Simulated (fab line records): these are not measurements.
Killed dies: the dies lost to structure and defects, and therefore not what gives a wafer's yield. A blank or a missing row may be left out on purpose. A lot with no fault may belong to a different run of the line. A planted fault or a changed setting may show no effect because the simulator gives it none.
Matching of chambers + flow n5_finfet + 4 sister chambers for N5_GATE_CUT_CMP_02 on cmp-02
The step polishes, stops on SiO2, t overpolish 12.7 s, target thk 0 nm. 8 wafers are shown with their chamber, then 7 later ones without.

== WAFERS PAIRED WITH THEIR CHAMBERS ==
| wafer  | chamber | motor_current_A (A) | time_to_endpoint_s (s) |
|--------|---------|---------------------|------------------------|
| L078.4 | 1       | 10.7                | 24.6                   |
| L078.5 | 3       | 7.9                 | 26.4                   |
| L078.6 | 0       | 9.0                 | 25.5                   |
| L088.1 | 3       | 7.9                 | 23.2                   |
| L088.4 | 1       | 10.7                | 25.7                   |
| L088.6 | 2       | 8.6                 | 23.5                   |
| L088.2 | 0       | 9.1                 | 26.3                   |
| L088.3 | 2       | 7.6                 | 23.2                   |

== WAFERS WITHOUT THEIR CHAMBER ==
| wafer  | motor_current_A (A) | time_to_endpoint_s (s) |
|--------|---------------------|------------------------|
| L088.5 | 10.6                | 24.5                   |
| L090.3 | 8.1                 | 27.2                   |
| L090.5 | 8.2                 | 28.9                   |
| L090.6 | 11.4                | 27.1                   |
| L096.3 | 8.0                 | 25.6                   |
| L096.4 | 7.9                 | 24.4                   |
| L096.5 | 8.1                 | 27.9                   |

== WHICH CHAMBER EACH WENT THROUGH ==
| wafer  | from the rows above          | in truth |
|--------|------------------------------|----------|
| L088.5 | 1                            | 1        |
| L090.3 | can't be placed: 3 or 0 or 2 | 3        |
| L090.5 | can't be placed: 0 or 3 or 2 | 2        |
| L090.6 | 1                            | 1        |
| L096.3 | can't be placed: 3 or 2      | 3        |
| L096.4 | can't be placed: 3 or 2      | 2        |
| L096.5 | can't be placed: 3 or 0 or 2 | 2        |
2 of 7 placed correctly. Cannot be placed on the basis of these rows: 5; the candidates contain the true chamber in 5. 0 placed wrongly.
How it was worked out, from the rows above alone: a wafer's distance from a chamber is the root of the sum, over the readings, of the square of ((its reading less the chamber's mean) divided by the reading's scatter). If the next closest chamber is less than 2 further off than the closest, the wafer can't be placed; otherwise it belongs to the closest. A chamber's mean is the mean of its shown wafers. How the scatter is found: for the shown wafers, subtract from each reading the mean of its chamber, square and add these, divide the total by (wafers less chambers), then take the root.
